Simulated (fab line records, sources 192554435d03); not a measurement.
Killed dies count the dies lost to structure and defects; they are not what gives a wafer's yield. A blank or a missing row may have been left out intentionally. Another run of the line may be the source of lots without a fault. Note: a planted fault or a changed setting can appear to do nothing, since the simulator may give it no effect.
A lot that was struck, set against a sound lot    flow n5Finfet    16 steps out of a route of 1938
Sound: wafers L104.2, L104.3, L104.6. Struck: wafers L113.1, L113.5, L113.6. Last of all comes the cause.
At each step with rows: each side's tool, then ch and its chambers, then its first start. Under that, the readings that differ: sound wafers    struck wafers    difference of the means    sigmas: that difference in standard deviations of wafers without a fault.
alike: same words and numbers on both sides, and readings whose means sit less than 2 such deviations apart. not compared: any withheld reading, any reading some wafer has no value for, any bound like >300 that may hide the same value, and any number with overlapping values for which the record gives no deviation.
A row with sigmas, a row that says differs or no value, or rows on one side alone: a step with any of these is where the two part. Numbers that don't overlap but have no deviation are shown without sigmas and don't part them. Lack of a reading on every wafer of one side parts them only where that side has two or more wafers.

first, 4 steps without rows for these wafers: N5_BEOL_M7_SOFTBAKE_06 (time 60 s); N5_BEOL_M7_EXPOSE_08 (exposes mask M7); N5_BEOL_M7_PEB_09 (peb time 60 s); N5_BEOL_M7_DEVELOP_10 (develop time 30 s).
N5_BEOL_M7_CD_MEAS_11 targets a cd of 38.5 nm.
  sound on cdSem-02 ch 0, day 9 23:57; struck on cdSem-03 ch 0, day 12 04:35
  alike: cdNm
N5_BEOL_M7_OVL_MEAS_12:
  sound on overlay-02 ch 0, day 9 23:59; struck on overlay-02 ch 0, day 12 04:37
  alike: M7_OVL
N5_BEOL_M7_INSPECT_13: inspects for defects (brightfield).
  sound on defectInspect-01, day 10 00:00; struck on defectInspect-02, day 12 04:38
  alike: rawDefectCount
N5_BEOL_M7_DESCUM_16: chemistry O2, time 7.9 s.
  sound on rieDiel-06 ch 1,2,3, day 10 00:04; struck on rieDiel-06 ch 2,3, day 12 05:28
  alike: drypumpMotorCurrentA, oesProductAu, rfVppV, showerheadPlenumPTorr, throttleValvePct
  not compared: rfHoursCounterH
N5_BEOL_M7_ETCH_61: etches SiARC in CF4, target depth 45.5 nm, time 75.8 s.
  sound on rieDiel-06 ch 1,2,3, day 10 00:06; struck on rieDiel-06 ch 2,3, day 12 05:30
  alike: drypumpMotorCurrentA, etchRfOnTimeS, oesProductAu, rfVppV, showerheadPlenumPTorr, throttleValvePct
  not compared: rfHoursCounterH
N5_BEOL_M7_ETCH_62: etches SOC in N2/H2, target depth 110 nm, overetch 22 nm, time 165 s.
  sound on rieDiel-06 ch 1,2,3, day 10 00:10; struck on rieDiel-06 ch 2,3, day 12 05:34
  alike: drypumpMotorCurrentA, oesProductAu, rfVppV, showerheadPlenumPTorr, throttleValvePct
  not compared: rfHoursCounterH
then, 1 step without rows for these wafers: N5_BEOL_M7_STRIP_68 (strips in N2/H2).
N5_BEOL_M7_STRIP_67: strips in CF4.
  sound on rieDiel-06 ch 1,2,3, day 10 00:18; struck on rieDiel-06 ch 2,3, day 12 05:42
  alike: drypumpMotorCurrentA, oesProductAu, rfVppV, showerheadPlenumPTorr, throttleValvePct
  not compared: rfHoursCounterH
N5_BEOL_M7_HM_OPEN_17: chemistry Cl2/BCl3, target TiN, target depth 20 nm, overetch 6 nm.
  sound on rieMetal-02 ch 0,1, day 10 00:20; struck on rieMetal-03 ch 0,1, day 12 05:44
  no value came back on the struck wafers for any of 5 readings (bcl3FlowSccm (sccm), biasW (W) and others); on the sound wafers bcl3FlowSccm (sccm) reads 21.70 21.71 21.73
reading                                  sound         struck        difference  sigmas
model.SOC_of_BEOL_M7_COAT_59.thkNm (nm)  92.2 92.2 92  100 99.6 100  +8          
  not compared: rfHoursCounterH
N5_BEOL_M7_STRIP_19: strips in O2.
  sound on rieDiel-02 ch 1,3, day 10 00:28; struck on rieDiel-06 ch 1,2, day 12 05:51
  alike: drypumpMotorCurrentA, oesProductAu, rfVppV, showerheadPlenumPTorr, throttleValvePct
  not compared: rfHoursCounterH
N5_BEOL_M7_CD_MEAS_18: pitch 80 nm, target cd 40 nm.
  sound on cdSem-01, day 10 00:32; struck on cdSem-02, day 12 05:55
reading    sound           struck  difference                     sigmas
cdNm (nm)  39.9 40.0 40.0  - - -   no value on the struck wafers  
then, 1 step without rows for these wafers: N5_BEOL_M7_COAT_63 (time 60 s, resist thk 60 nm).

== WHERE THEY PART ==
Earliest at N5_BEOL_M7_HM_OPEN_17; latest, in this record, at N5_BEOL_M7_CD_MEAS_18.

WHY: what the simulator had put in
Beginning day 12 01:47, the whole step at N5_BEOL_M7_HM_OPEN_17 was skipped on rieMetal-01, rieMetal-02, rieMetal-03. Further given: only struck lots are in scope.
